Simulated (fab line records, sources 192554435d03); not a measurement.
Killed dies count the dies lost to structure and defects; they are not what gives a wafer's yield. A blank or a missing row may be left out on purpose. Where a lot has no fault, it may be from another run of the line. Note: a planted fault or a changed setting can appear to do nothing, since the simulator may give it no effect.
Struck lot and sound lot, side by side / flow n5_finfet / 22 out of 1938 route steps
Sound: these wafers, L225.1, L225.3, L225.5. Wafers struck: L235.2, L235.4, L235.5. The cause is given at the end.
Per side, at each step with rows, come the tool, then ch with its chambers, and then its first start. Under that, the readings that differ: sound wafers / struck wafers / difference of the means / sigmas: that difference in standard deviations of wafers without a fault.
alike: words and numbers the same on both sides, and readings whose means are apart by under 2 such deviations; not compared: readings that were withheld, readings missing a value for some wafer, numbers with overlapping values and no deviation given by the record, and bounds like >300 which may hide the same value.
Wherever a step has rows on one side only, a row that says differs or no value, or a row with sigmas, the two part there. Non-overlapping numbers with no deviation appear without sigmas and do not part them. A reading that every wafer of one side lacks parts them only if that side has two wafers or more.

N5_BEOL_M3_ANNEAL_87: time 240 s.
  struck on pvd_sputter-03, day 9 20:31; sound on pvd_sputter-01, day 7 09:52
  alike: heater_power_w, susceptor_temp_C_max
then, 1 step without rows for these wafers: N5_BEOL_M3_SPUTTER_88 (material Cu, target thk 4.5 nm, time 8.29 s).
N5_BEOL_M3_ANNEAL_89: time 240 s.
  struck on pvd_sputter-03, day 9 20:44; sound on pvd_sputter-01, day 7 10:06
reading=heater_power_w (W); sound=914 967 900; struck=773 804 799; difference=-135; sigmas=-2
  alike: susceptor_temp_C_max
then, 3 steps without rows for these wafers: N5_BEOL_M3_SPUTTER_90 (material Cu, target thk 4.5 nm, time 8.29 s); N5_BEOL_M3_ANNEAL_91 (time 240 s); N5_BEOL_M3_SPUTTER_92 (material Cu, target thk 4.5 nm, time 8.29 s).
N5_BEOL_M3_ANNEAL_93: time 240 s.
  struck on pvd_sputter-03, day 9 21:10; sound on pvd_sputter-01, day 7 10:34
  alike: heater_power_w, susceptor_temp_C_max
then, 5 steps without rows for these wafers: N5_BEOL_M3_SPUTTER_94 (material Cu, target thk 4.5 nm, time 8.29 s); N5_BEOL_M3_ANNEAL_95 (time 240 s); N5_BEOL_M3_SPUTTER_96 (material Cu, target thk 4.5 nm, time 8.29 s); N5_BEOL_M3_ECD_50 (material Cu, target thk 300 nm); N5_BEOL_M3_ANNEAL_51 (time 90 s).
N5_BEOL_M3_CMP_52: polishes, stops on SiOC, t overpolish 6.8 s, target thk 40 nm.
  sound on cmp-03 ch 1,2,3, day 7 11:29; struck on cmp-01 ch 0,3, day 9 22:04
  no value came back on the struck wafers for any of 5 readings (barrier_field_endpoint_s (s), clearing_platen_down_force_psi (psi) and others); on the sound wafers barrier_field_endpoint_s (s) reads 24.1 24.6 23.8
reading=model.Cu_of_BEOL_M3_ECD_50.thk_nm (nm); sound=37 38 38; struck=296.6 298.2 304.4; difference=+262.1; sigmas=
reading=model.SiO2_of_BEOL_M3_PECVD_72.thk_nm (nm); sound=0 0 0; struck=15.6 15.6 15.8; difference=+15.7; sigmas=
reading=model.SiOC_of_BEOL_M3_ILD_DEP_00.thk_nm (nm); sound=74.2 75 75.8; struck=77.6 80 81.4; difference=+4.7; sigmas=
N5_BEOL_M3_THK_MEAS_53: measures by xrf.
  struck on film_metro-01, day 9 22:19; sound on film_metro-01, day 7 11:46
reading=M3_THK (nm); sound=37.3 38.3 38.3; struck=297.8 300.9 306.0; difference=+263.6; sigmas=+99 or more
N5_BEOL_M3_PRE_CLEAN_60: time 15 s.
  sound on cvd_co-01 ch 0,1, day 7 11:57; struck on cvd_co-02 ch 0,1, day 9 22:22
  alike: heater_power_w
N5_BEOL_M3_CO_CAP_55: material Co, precursor CCTBA/H2, target thk 2 nm, time 102.1 s.
  sound on cvd_co-01 ch 0,1, day 7 11:59; struck on cvd_co-02 ch 0,1, day 9 22:24
  alike: heater_power_w
then, 2 steps without rows for these wafers: N5_BEOL_M3_PRE_CLEAN_56 (time 15 s); N5_BEOL_M3_DEP_57 (deposits SiCN from 3MS/NH3, target thk 8 nm, time 14 s).
N5_BEOL_M3_RS_MEAS_58: measurement is done with a four-point probe.
  struck on film_metro-01, day 9 22:35; sound on film_metro-01, day 7 12:11
reading=M3_RS (ohm/sq); sound=0.74 0.71 0.71; struck=0.06 0.06 0.06; difference=-0.66; sigmas=-15
N5_BEOL_M3_INSPECT_59: inspects for defects (darkfield).
  struck on defect_inspect-01, day 9 22:37; sound on defect_inspect-02, day 7 12:12
reading=raw_defect_count; sound=45 47 62; struck=5101 5105 5169; difference=+5074; sigmas=+99 or more
N5_BEOL_M4_RC_MEAS_101:
  the record has rows for the sound wafers here (prober-02 ch 0, day 7 21:50) and none for the struck ones
-- a jump in the record: the struck wafers' starts before and after are 5 days apart (it breaks off in module BEOL_M4 and resumes in module PASSIVATION, where the first step shown is number 1936 of the route) --
N5_PASSIVATION_PROBE_49:
  struck on prober-02, day 14 20:48; sound on prober-01, day 12 04:26
reading=defect_limited_yield (%); sound=89.2 90.6 89.4; struck=0 0 0; difference=-90; sigmas=-60
reading=killed_at_M0_to_M3; sound=38 25 32; struck=1130 1103 1127; difference=+1088; sigmas=+99
reading=killed_at_other; sound=16 10 17; struck=2 2 2; difference=-12; sigmas=-3
reading=killed_dies; sound=127 111 125; struck=1180 1180 1180; difference=+1059; sigmas=+59
reading=killed_on_rim; sound=9 12 13; struck=152 152 152; difference=+141; sigmas=+36
reading=killed_open; sound=88 79 76; struck=47 59 49; difference=-29; sigmas=-2
reading=sort_bin_6_memory (%); sound=4.1 3.5 4.2; struck=2.3 3.0 1.7; difference=-1.6; sigmas=-2
reading=sort_n_pass; sound=1053 1069 1055; struck=0 0 0; difference=-1059; sigmas=-59
reading=sort_yield_pct (%); sound=89.2 90.6 89.4; struck=0 0 0; difference=-90; sigmas=-60
  alike: killed_at_M4_up, killed_at_contacts, killed_at_front_end, killed_short, sort_bin_4_leakage, sort_bin_5_function

## WHERE THEY PART
Last at N5_PASSIVATION_PROBE_49 as far as this record goes, first at N5_BEOL_M3_ANNEAL_89.

WHY: the cause the simulator had injected
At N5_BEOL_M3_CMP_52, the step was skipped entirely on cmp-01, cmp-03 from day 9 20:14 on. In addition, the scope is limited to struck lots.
